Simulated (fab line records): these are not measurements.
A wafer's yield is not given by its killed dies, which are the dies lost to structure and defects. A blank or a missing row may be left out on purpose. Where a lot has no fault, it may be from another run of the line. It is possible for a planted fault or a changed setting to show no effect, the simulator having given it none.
Matching of chambers / flow nand harc / NHARC_P_ZERO_WELL_ETCH_63 on rie si-05 has 4 sister chambers
The step etches the open film in HBr/Cl2, target depth 120 nm, time 40.1 s. 8 wafers are shown with their chamber, then 7 later ones without.

== WAFERS WITH THEIR CHAMBER ==
wafer=L087.3; chamber=3; oes product au (a.u.)=1.009; throttle valve pct (%)=26.433
wafer=L088.1; chamber=0; oes product au (a.u.)=1.000; throttle valve pct (%)=26.411
wafer=L088.4; chamber=2; oes product au (a.u.)=1.002; throttle valve pct (%)=26.409
wafer=L089.1; chamber=3; oes product au (a.u.)=1.005; throttle valve pct (%)=26.404
wafer=L089.2; chamber=2; oes product au (a.u.)=1.005; throttle valve pct (%)=26.411
wafer=L089.3; chamber=1; oes product au (a.u.)=1.001; throttle valve pct (%)=26.412
wafer=L091.1; chamber=0; oes product au (a.u.)=1.013; throttle valve pct (%)=26.410
wafer=L091.3; chamber=1; oes product au (a.u.)=0.990; throttle valve pct (%)=26.411

== WAFERS WITHOUT THEIR CHAMBER ==
wafer=L091.5; oes product au (a.u.)=1.018; throttle valve pct (%)=26.417
wafer=L093.1; oes product au (a.u.)=0.991; throttle valve pct (%)=26.416
wafer=L093.3; oes product au (a.u.)=1.000; throttle valve pct (%)=26.400
wafer=L093.5; oes product au (a.u.)=1.012; throttle valve pct (%)=26.401
wafer=L097.1; oes product au (a.u.)=1.013; throttle valve pct (%)=26.411
wafer=L097.5; oes product au (a.u.)=0.978; throttle valve pct (%)=26.410
wafer=L097.6; oes product au (a.u.)=1.014; throttle valve pct (%)=26.405

== WHICH CHAMBER EACH ONE RAN IN ==
wafer=L091.5; from the rows above=can't be placed: 3 or 0 or 2 or 1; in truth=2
wafer=L093.1; from the rows above=can't be placed: 1 or 2 or 0 or 3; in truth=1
wafer=L093.3; from the rows above=can't be placed: 2 or 1 or 0 or 3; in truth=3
wafer=L093.5; from the rows above=can't be placed: 0 or 2 or 3 or 1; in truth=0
wafer=L097.1; from the rows above=can't be placed: 0 or 3 or 2 or 1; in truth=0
wafer=L097.5; from the rows above=can't be placed: 1 or 2 or 0 or 3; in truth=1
wafer=L097.6; from the rows above=can't be placed: 0 or 3 or 2 or 1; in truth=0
0 of 7 placed correctly. Not placeable from these rows: 7 (in 7, the candidates include the true chamber). Placed wrongly: 0.
How it was worked out, from the rows above alone: a wafer's distance from a chamber is the root of the sum, over the readings, of the square of ((its reading less the chamber's mean) divided by the reading's scatter). If the next closest chamber is less than 2 further off than the closest, the wafer can't be placed; otherwise it belongs to the closest. A chamber's mean is the mean of its shown wafers. How the scatter is found: for the shown wafers, subtract from each reading the mean of its chamber, square and add these, divide the total by (wafers less chambers), then take the root.
